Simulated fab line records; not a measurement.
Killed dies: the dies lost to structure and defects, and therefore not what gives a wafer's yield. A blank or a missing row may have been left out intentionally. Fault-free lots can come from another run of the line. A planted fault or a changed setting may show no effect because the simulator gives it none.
Comparing a struck lot with a sound one + flow nandHarc + 15 out of 1302 route steps
Sound: these wafers, L198.3, L198.5, L198.6. Wafers L184.1, L184.3, L184.6 were the ones struck. The cause is named last.
Order at every step that has rows: each side's tool, ch and its chambers, its first start. Under that, the readings that differ: sound wafers + struck wafers + difference of the means + sigmas: that difference in standard deviations of wafers without a fault.
alike: a reading whose means differ by less than 2 such deviations, as well as words and numbers matching on both sides. not compared: withheld readings; readings where some wafer has no value; bounds like >300 that might hide an equal value; numbers whose values overlap and for which the record gives no deviation.
Wherever a step has rows on one side only, a row that says differs or no value, or a row with sigmas, the two part there. Non-overlapping numbers with no deviation appear without sigmas and do not part them. Lack of a reading on every wafer of one side parts them only where that side has two or more wafers.

first, 3 steps without rows for these wafers: NHARC_A_CONTACT_EXPOSE_66 (exposes mask A CC 2); NHARC_A_CONTACT_PEB_67 (peb time 65 s); NHARC_A_CONTACT_DEVELOP_68 (develop time 35 s).
NHARC_A_CONTACT_CD_MEAS_69: the cd target is 300 nm.
  sound on cdSem-02 ch 0, day 29 18:35; struck on cdSem-03 ch 0, day 24 07:41
  alike: cdNm
NHARC_A_CONTACT_OVL_MEAS_70:
  sound on overlay-01 at day 29 18:40; struck on overlay-02 at day 24 07:47
| reading         | sound          | struck      | difference | sigmas |
|-----------------|----------------|-------------|------------|--------|
| overlayYNm (nm) | -0.4 -0.6 -0.6 | 1.2 1.8 1.7 | +2.1       | +3     |
  alike: overlayXNm
NHARC_A_CONTACT_INSPECT_71:
  sound on defectInspect-01 at day 29 18:42; struck on defectInspect-02 at day 24 07:49
  alike: rawDefectCount
NHARC_A_CONTACT_DESCUM_74: chemistry O2, time 3 s.
  sound on rieDiel-03 ch 0,1,2, day 29 18:47; struck on rieDiel-09 ch 0,1,2, day 24 07:55
  alike: drypumpMotorCurrentA, oesProductAu, rfVppV, showerheadPlenumPTorr, throttleValvePct
  not compared: rfHoursCounterH
then, 1 step without rows for these wafers: NHARC_A_CONTACT_ETCH_75 (etches the open film in CF4, target depth 39 nm, time 65 s).
NHARC_A_CONTACT_ETCH_76: etches the open film in N2/H2, target depth 260 nm, time 475.3 s.
  sound on rieDiel-03 ch 0,2,3; struck on rieDiel-09 ch 0,1,2
  alike: biasW, chamberPressureMTorr, drypumpMotorCurrentA, oesProductAu, rfVppV, showerheadPlenumPTorr, throttleValvePct
  not compared: rfHoursCounterH
NHARC_A_CONTACT_ETCH_77: etches the open film in CF4/CHF3, target depth 108.9 nm, time 54.5 s.
  sound on rieDiel-03 ch 1,2,3; struck on rieDiel-09 ch 0,1,2
| reading             | sound             | struck            | difference | sigmas |
|---------------------|-------------------|-------------------|------------|--------|
| oesProductAu (a.u.) | 0.983 0.977 0.964 | 0.917 0.930 0.925 | -0.051     | -2     |
  alike: biasW, cf4FlowSccm, drypumpMotorCurrentA, rfVppV, showerheadPlenumPTorr, throttleValvePct
  not compared: rfHoursCounterH
NHARC_A_CONTACT_ETCH_78: etches the open film in O2/COS, target depth 5300 nm, time 1378 s.
  sound on rieDiel-03 ch 2,3; struck on rieDiel-09 ch 1,2
  alike: biasW, chamberPressureMTorr, drypumpMotorCurrentA, oesProductAu, rfVppV, showerheadPlenumPTorr, throttleValvePct
  not compared: rfHoursCounterH
NHARC_A_CONTACT_ETCH_124: etches the open film in C4F8/O2/Ar, time 140 s, target depth 700 nm.
  sound on harCapEtch-01 ch 0,1, day 29 20:22; struck on harCapEtch-02 ch 0, day 24 09:43
  alike: chamberPressureMTorr, oesAirLineAu
  not compared: rfHoursCounterH
NHARC_A_CONTACT_ETCH_125: etches the open film in C4F8/O2/Ar, time 197 s, target depth 1918 nm.
  sound on harCapEtch-01 ch 0,1, day 29 20:34; struck on harCapEtch-02 ch 0, day 24 09:55
  no value came back on the struck wafers for chamberPressureMTorr (mTorr), oesAirLineAu (a.u.); on the sound wafers chamberPressureMTorr (mTorr) reads 20.021 20.026 19.985
  not compared: rfHoursCounterH
then, 1 step without rows for these wafers: NHARC_A_CONTACT_ETCH_126 (etches the open film in C4F8/O2/Ar, time 197 s, target depth 1918 nm).
-- jump in the record: it breaks off in module A_CONTACT and resumes in module END (first step shown: number 1302 of the route), and 3 days separate the struck wafers' starts before and after --
NHARC_END_SORT_01:
  the record has rows for the struck wafers here (prober-02 ch 0, day 26 23:14) and none for the sound ones

## WHERE THEY PART
Earliest at NHARC_A_CONTACT_OVL_MEAS_70; latest, in this record, at NHARC_END_SORT_01.

WHY: what the simulator had put in
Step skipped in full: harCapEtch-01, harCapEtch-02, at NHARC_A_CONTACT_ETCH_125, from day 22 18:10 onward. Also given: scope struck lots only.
